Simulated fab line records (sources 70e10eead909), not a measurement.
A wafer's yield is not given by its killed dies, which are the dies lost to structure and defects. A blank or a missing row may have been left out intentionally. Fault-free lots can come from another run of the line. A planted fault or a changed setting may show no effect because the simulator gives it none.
fab line records | flow nandHarc
record lots=12 wafers=36 lastDay=34
route steps=1302 shown P_ZERO_WELL@68 P_STI@89 P_GATE@131 END@1302
lots with no fault: from the same line, run without faults
startH: hours from the record's first day to the start of the lot's first wafer shown | waitH: hours elapsed since this lot's preceding step | " identical to the entry in the row above | L1.1+2: several wafers, shown together as one row | - no value, or no start given | * or withheld: withheld | < > ~ a bound
route shown NAME@n: a module of which the file shows steps, and the number in the route of the first | usual: mean/standard deviation taken from wafers without a fault | same: alike in all rows | chamber/n: place in a boat | sites: readings site by site | _std_site: standard deviation of those values | _edge_site: the outer-site mean with the inner-site mean subtracted | radiusMm: how far each site lies from the wafer's centre | mask NAME#n: copy n | behind: the most recent tool/chamber to have shaped the wafer | hold: what put the lot on hold/how long, in hours/how the hold closed | device: the transistor (n, p or np) that didn't switch | end of line: tests of these same wafers at the route's end | a step without rows: its recipe alone | killed: count of dies lost to structure and defects at first sort (not the wafer's yield) | map: per-die view of a wafer (x killed, . not killed, _ where there is no die)
set.NAME: setting as actually run; set.NAME@STEP: the setting as run at that earlier step | model.NAME: the simulator's own value behind a step, which no gauge read
one table for each step of the route and one row for each wafer, over a sample of lots
services: from which hour (startH, from the record's first day; less than 0 if before it) a tool's chamber was out of use, for how many hours, and why
## steps
# step NHARC_P_ZERO_WELL_INSPECT_43
# usual rawDefectCount=14/6.3
# columns lot.wafer tool chamber startH waitH rawDefectCount
L982.2 defectInspect-01 - 27.52 0.5 16
L982.3 " - " " 23
L982.4 " - " " 16
L984.2 defectInspect-01 - 50.12 0.5 11
L984.3 " - " " 11
L984.5 " - " " 16
L987.1 defectInspect-02 - 77.74 0.6 13
L987.2 " - " " 20
L987.4 " - " " 23
L988.3 defectInspect-02 - 87.41 0.4 14
L988.4 " - " " 12
L988.6 " - " " 12
L989.1 defectInspect-02 - 98.16 0.6 13
L989.2 " - " " 23
L989.5 " - " " 8
L990.2 defectInspect-02 - 107.83 0.5 12
L990.3 " - " " 7
L990.4 " - " " 11
L994.4 defectInspect-01 - 147.45 0.3 15
L994.5 " - " " 9
L994.6 " - " " 14
L997.2 defectInspect-01 - 178.09 0.5 8
L997.4 " - " " 11
L997.5 " - " " 15
L998.1 defectInspect-01 - 190.15 0.6 4
L998.4 " - " " 8
L998.5 " - " " 10
L999.1 defectInspect-02 - 197.78 0.6 11
L999.3 " - " " 8
L999.5 " - " " 9
L100.1 defectInspect-02 - 207.50 0.6 14
L100.3 " - " " 5
L100.5 " - " " 10
L105.3 defectInspect-02 - 257.68 0.4 19
L105.4 " - " " 28
L105.5 " - " " 31
# step NHARC_P_STI_ETCH_31
# recipe targetDepthA=1089 timeS=54.5 cf4FlowSccm=100 chf3FlowSccm=30 arFlowSccm=0 rfW=500 biasW=200 chemistry=CF4/CHF3
# usual drypumpMotorCurrentA=5.8/0.42 oesProductAu=0.959/0.017 rfVppV=370.6/2.3 showerheadPlenumPTorr=1.57/0.064 throttleValvePct=16.802/0.01
# columns lot.wafer tool chamber startH waitH drypumpMotorCurrentA oesProductAu rfHoursCounterH rfVppV showerheadPlenumPTorr throttleValvePct
L982.2 rieDiel-06 2 - - 6.1 0.980 5 366.8 1.48 16.794
L982.3 " 3 " " 5.3 0.933 4 371.1 1.57 16.798
L982.4 " 0 " " 6.1 0.958 4 374.4 1.63 16.823
L984.2 rieDiel-04 1 - - 5.7 0.975 3 372.6 1.62 16.789
L984.3 " 3 " " 6.5 0.961 3 369.6 1.52 16.804
L984.5 " 1 " " 5.7 0.972 - 372.4 1.63 16.800
L987.4 rieDiel-06 2 - - 6.1 0.980 7 367.3 1.48 16.808
L987.1 " 3 " " 5.3 0.977 5 370.9 1.57 16.790
L987.2 " 0 " " 6.1 0.968 6 373.1 1.63 16.813
L988.3 rieDiel-07 2 - - 5.6 0.953 14 369.2 1.53 16.800
L988.4 " 3 " " 6.5 0.956 - 373.0 1.68 16.809
L988.6 " 1 " " 5.3 0.971 - 369.4 1.52 16.798
L989.2 rieDiel-06 2 - - 6.1 0.942 8 368.9 1.48 16.805
L989.1 " 3 " " 5.3 0.967 7 369.8 1.56 16.814
L989.5 " 3 " " 5.3 0.974 - 370.1 1.56 16.788
L990.2 rieDiel-06 1 - - 5.9 0.952 6 373.8 1.63 16.789
L990.4 " 2 " " 6.1 0.957 8 367.1 1.48 16.813
L990.3 " 0 " " 6.1 0.974 7 372.7 1.63 16.796
L994.4 rieDiel-06 1 - - 5.9 0.927 1 373.1 1.63 16.801
L994.6 " 2 " " 6.1 0.918 - 366.9 1.48 16.826
L994.5 " 3 " " 5.3 0.925 - 369.3 1.56 16.798
L997.4 rieDiel-04 0 - - 4.9 0.978 0 372.2 1.62 16.790
L997.2 " 1 " " 5.7 0.953 1 371.7 1.62 16.785
L997.5 " 3 " " 6.5 0.965 - 369.1 1.51 16.805
L998.1 rieDiel-06 2 - - 6.1 0.949 4 367.9 1.48 16.802
L998.4 " 3 " " 5.3 0.961 4 369.7 1.56 16.815
L998.5 " 2 " " 6.1 0.959 - 367.7 1.48 16.799
L999.1 rieDiel-04 0 - - 4.9 0.963 2 372.6 1.62 16.782
L999.3 " 3 " " 6.5 0.953 2 369.5 1.51 16.798
L999.5 " 0 " " 4.9 0.960 - 372.1 1.62 16.809
L100.3 rieDiel-06 2 - - 6.1 0.955 5 367.1 1.48 16.796
L100.1 " 3 " " 5.3 0.964 5 369.3 1.56 16.812
L100.5 " 0 " " 6.1 0.981 - 372.9 1.63 16.808
L105.3 rieDiel-06 1 - - 5.9 0.949 6 373.2 1.63 16.806
L105.4 " 2 " " 6.2 0.954 7 367.1 1.48 16.822
L105.5 " 2 " " 6.2 0.950 - 367.8 1.48 16.796
# step NHARC_P_GATE_HM_DEP_102
# recipe targetThkA=1200 tempC=400 material=aC
# usual throttleValvePct=35.000/0.0093
# columns lot.wafer tool chamber startH waitH throttleValvePct
L982.2 aclDep-02 0 95.27 0.5 34.993
L982.3 " 0 " " 34.999
L982.4 " 0 " " 34.990
L984.2 aclDep-02 0 119.77 1.0 35.001
L984.3 " 0 " " 34.998
L984.5 " 0 " " 35.002
L987.1 aclDep-03 0 143.81 4.4 34.993
L987.2 " 0 " " 35.009
L987.4 " 0 " " 34.996
L988.3 aclDep-02 0 155.67 0.6 34.994
L988.4 " 0 " " 35.003
L988.6 " 0 " " 35.011
L989.1 aclDep-02 0 160.25 0.4 35.014
L989.2 " 0 " " 35.007
L989.5 " 0 " " 35.000
L990.2 aclDep-01 0 172.19 0.5 35.001
L990.3 " 0 " " 35.016
L990.4 " 0 " " 35.003
L994.4 aclDep-02 0 216.76 0.7 35.017
L994.5 " 0 " " 35.009
L994.6 " 0 " " 35.003
L997.2 aclDep-03 0 243.42 4.6 34.993
L997.4 " 0 " " 34.993
L997.5 " 0 " " 35.002
L998.1 aclDep-02 0 259.85 3.5 35.002
L998.4 " 0 " " 35.005
L998.5 " 0 " " 34.988
L999.1 aclDep-03 0 269.25 3.5 35.001
L999.3 " 0 " " 35.012
L999.5 " 0 " " 35.013
L100.1 aclDep-01 0 271.14 2.0 35.000
L100.3 " 0 " " 35.000
L100.5 " 0 " " 34.990
L105.3 aclDep-03 0 331.51 6.8 34.989
L105.4 " 0 " " 35.006
L105.5 " 0 " " 35.001
# step NHARC_P_GATE_DEP_103
# recipe targetThkA=300 targetThkNm=30 tempC=400 flowSccm=200 rfW=350 material=SiON
# usual heaterPowerW=727/96
# columns lot.wafer tool chamber startH waitH heaterPowerW
L982.3 pecvd-02 0 95.83 0.4 694
L982.2 " 1 " " 787
L982.4 " 2 " " 616
L984.2 pecvd-04 2 120.35 0.5 751
L984.3 " 0 " " 752
L984.5 " 2 " " 760
L987.2 pecvd-01 0 144.54 0.5 562
L987.1 " 2 " " 746
L987.4 " 2 " " 736
L988.3 pecvd-04 0 156.18 0.4 742
L988.6 " 1 " " 786
L988.4 " 2 " " 737
L989.1 pecvd-02 0 160.91 0.6 678
L989.2 " 2 " " 666
L989.5 " 1 " " 845
L990.3 pecvd-04 2 172.75 0.3 688
L990.2 " 1 " " 766
L990.4 " 1 " " 765
L994.5 pecvd-02 2 217.19 0.2 621
L994.6 " 0 " " 676
L994.4 " 1 " " 807
L997.2 pecvd-02 0 244.00 0.5 616
L997.4 " 2 " " 653
L997.5 " 0 " " 635
L998.1 pecvd-02 1 260.52 0.6 810
L998.4 " 1 " " 818
L998.5 " 0 " " 595
L999.1 pecvd-01 2 269.92 0.6 723
L999.3 " 1 " " 1006
L999.5 " 2 " " 741
L100.1 pecvd-01 1 272.12 0.9 907
L100.3 " 2 " " 728
L100.5 " 0 " " 605
L105.3 pecvd-04 1 332.04 0.4 721
L105.4 " 0 " " 742
L105.5 " 1 " " 734
# step NHARC_P_GATE_INSPECT_28
# usual rawDefectCount=5.7/2.8
# columns lot.wafer tool chamber startH waitH rawDefectCount
L982.2 defectInspect-02 - 96.64 0.0 5
L982.3 " - " " 7
L982.4 " - " " 8
L984.2 defectInspect-01 - 121.13 0.0 8
L984.3 " - " " 4
L984.5 " - " " 6
L987.1 defectInspect-01 - 145.34 0.0 4
L987.2 " - " " 5
L987.4 " - " " 5
L988.3 defectInspect-02 - 156.81 0.0 7
L988.4 " - " " 3
L988.6 " - " " 7
L989.1 defectInspect-02 - 161.59 0.0 6
L989.2 " - " " 6
L989.5 " - " " 5
L990.2 defectInspect-02 - 173.55 0.0 3
L990.3 " - " " 5
L990.4 " - " " 9
L994.4 defectInspect-02 - 217.78 0.0 1
L994.5 " - " " 8
L994.6 " - " " 12
L997.2 defectInspect-02 - 244.65 0.0 774
L997.4 " - " " 710
L997.5 " - " " 767
L998.1 defectInspect-02 - 261.32 0.0 735
L998.4 " - " " 733
L998.5 " - " " 678
L999.1 defectInspect-01 - 270.72 0.0 7
L999.3 " - " " 8
L999.5 " - " " 13
L100.1 defectInspect-01 - 272.89 0.0 5
L100.3 " - " " 13
L100.5 " - " " 6
L105.3 defectInspect-01 - 332.79 0.0 11
L105.4 " - " " 1
L105.5 " - " " 7
# step NHARC_P_GATE_INSPECT_68
# usual rawDefectCount=188/70
# columns lot.wafer tool chamber startH waitH rawDefectCount
L982.2 defectInspect-02 - 114.97 0.1 126
L982.3 " - " " 72
L982.4 " - " " 105
L984.2 defectInspect-02 - 139.35 0.1 183
L984.3 " - " " 250
L984.5 " - " " 108
L987.1 defectInspect-01 - 163.96 0.2 153
L987.2 " - " " 162
L987.4 " - " " 214
L988.3 defectInspect-02 - 175.13 0.1 168
L988.4 " - " " 130
L988.6 " - " " 119
L989.1 defectInspect-02 - 180.09 0.2 276
L989.2 " - " " 293
L989.5 " - " " 158
L990.2 defectInspect-01 - 194.07 0.1 266
L990.3 " - " " 450
L990.4 " - " " 258
L994.4 defectInspect-02 - 237.09 0.1 190
L994.5 " - " " 150
L994.6 " - " " 147
L997.2 defectInspect-02 - 262.97 0.1 872
L997.4 " - " " 850
L997.5 " - " " 888
L998.1 defectInspect-01 - 281.49 0.2 960
L998.4 " - " " 833
L998.5 " - " " 930
L999.1 defectInspect-02 - 289.11 0.2 132
L999.3 " - " " 152
L999.5 " - " " 161
L100.1 defectInspect-02 - 291.03 0.2 116
L100.3 " - " " 86
L100.5 " - " " 96
L105.3 defectInspect-01 - 351.19 0.1 140
L105.4 " - " " 151
L105.5 " - " " 117
# step NHARC_END_SORT_01
# recipe tempC=25
# usual killedAtArray=53/18 killedAtOther=1.0/1.2 killedAtPeriphery=3.6/2.4 killedDies=58/18 killedOpen=3.4/1.8 killedShort=2.3/1.5
# same grossDies=677
# columns lot.wafer tool chamber startH waitH killedAtArray killedAtOther killedAtPeriphery killedDies killedOpen killedShort
L997.2 prober-02 0 717.73 2.8 73 0 58 131 2 2
L997.4 prober-02 0 719.33 3.4 52 0 100 152 3 4
L997.5 prober-02 0 720.13 3.7 75 1 52 128 3 7
L998.1 prober-01 0 732.92 2.5 41 2 95 138 3 0
L998.4 prober-01 0 735.38 3.5 32 1 97 130 4 2
L998.5 prober-01 0 736.20 3.8 40 1 48 89 5 4
# killed by level:class
L997.2 P_GATE:unspecified=47 A_CHANNEL_HOLE_D1:chamberFilmFlake=35 A_CHANNEL_HOLE_D2:chamberFilmFlake=14 P_CONTACT:chamberFilmFlake=11 A_SLIT:chamberFilmFlake=8 A_BONDPAD:chamberFilmFlake=6 A_DECK1_JOINT:chamberFilmFlake=3 A_CHANNEL_FILL_D1:geometricParticle:short=1
L997.4 P_GATE:unspecified=92 A_CHANNEL_HOLE_D1:chamberFilmFlake=20 A_CHANNEL_HOLE_D2:chamberFilmFlake=14 P_CONTACT:chamberFilmFlake=5 A_SLIT:chamberFilmFlake=4 A_CONTACT:chamberFilmFlake=3 A_M0:chamberFilmFlake=3 A_BONDPAD:chamberFilmFlake=2
L997.5 P_GATE:unspecified=44 A_CHANNEL_HOLE_D1:chamberFilmFlake=31 A_CHANNEL_HOLE_D2:chamberFilmFlake=21 A_SLIT:chamberFilmFlake=8 A_WL_FILL:geometricParticle:short=4 A_BONDPAD:chamberFilmFlake=4 P_GATE:chamberFilmFlake=3 P_CONTACT:chamberFilmFlake=3
L998.1 P_GATE:unspecified=94 A_SLIT:chamberFilmFlake=24 A_CHANNEL_HOLE_D1:chamberFilmFlake=5 A_CHANNEL_FILL_D2:chamberFilmFlake=4 A_STAIRCASE:chamberFilmFlake=3 THIN_TSV:chamberFilmFlake=2 A_CHANNEL_FILL_D1:geometricParticle:open=1 A_ONON_D2:geometricParticle:open=1
L998.4 P_GATE:unspecified=93 A_SLIT:chamberFilmFlake=15 A_CHANNEL_HOLE_D1:chamberFilmFlake=5 A_STAIRCASE:chamberFilmFlake=4 P_M0:geometricParticle:open=2 A_DECK1_JOINT:chamberFilmFlake=2 A_CONTACT:chamberFilmFlake=2 P_STI:geometricParticle:open=1
L998.5 P_GATE:unspecified=45 A_SLIT:chamberFilmFlake=19 A_CHANNEL_HOLE_D1:chamberFilmFlake=6 A_CHANNEL_FILL_D2:geometricParticle:short=2 A_CHANNEL_FILL_D1:chamberFilmFlake=2 A_CHANNEL_FILL_D2:chamberFilmFlake=2 A_CONTACT:chamberFilmFlake=2 P_M0:geometricParticle:open=1
## services
# columns tool chamber startH hours kind
rieDiel-06 3 30.69 13.0 repair
pecvd-02 - 46.00 13.0 pm
pecvd-04 1 46.52 5.6 repair
rieDiel-06 3 53.34 5.9 repair
aclDep-02 - 61.19 13.0 pm
rieDiel-06 0 75.64 1.2 repair
pecvd-04 - 88.00 13.0 pm
pecvd-04 - 105.42 1.0 repair
rieDiel-06 - 115.38 0.4 repair
aclDep-03 - 121.36 13.0 pm
rieDiel-06 1 127.10 8.8 repair
rieDiel-06 - 130.27 9.0 pm
pecvd-04 - 133.32 1.2 repair
rieDiel-06 - 166.25 0.2 repair
pecvd-02 - 197.18 0.3 repair
pecvd-02 - 227.18 13.0 pm
aclDep-02 - 229.30 10.7 repair
aclDep-02 - 243.15 13.0 pm
pecvd-02 - 255.68 1.0 repair
rieDiel-06 1 284.62 12.8 repair
rieDiel-06 - 307.27 9.0 pm
pecvd-02 - 311.24 1.2 repair
aclDep-02 - 322.63 5.0 repair
rieDiel-06 3 325.19 4.8 repair
## key
firstSign step=NHARC_P_GATE_INSPECT_28 reading=rawDefectCount direction=up sigmas=99+ usual=5.7 struck=732.8
effect step=NHARC_P_GATE_INSPECT_68 reading=rawDefectCount direction=up sigmas=10 usual=188 struck=889
effect step=NHARC_END_SORT_01 reading=killedAtPeriphery direction=up sigmas=29 usual=3.6 struck=75
moreKillsBornAt NHARC_P_GATE_DEP_103@pecvd-02=415
metAt NHARC_P_GATE_DEP_103
struckLots L997,L998
testerLeftOut L997,L998
notActingAt NHARC_P_ZERO_WELL_INSPECT_43,NHARC_P_STI_ETCH_31,NHARC_P_GATE_HM_DEP_102
onsetBetween 217.19 244.00
fault kind=chamberParticleSource tool=pecvd-02 chamber=- onsetH=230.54 steps=NHARC_P_GATE_DEP_103 ratePerVisitCm2=1.1065 endH=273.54
# testerLeftOut: of these lots the tester's yield and bins aren't shown, on N5 and GAA mostly nor the transistor test; their killed dies are dies lost to structure and defects alone, not to doping, threshold or leakage, so they don't give the yield
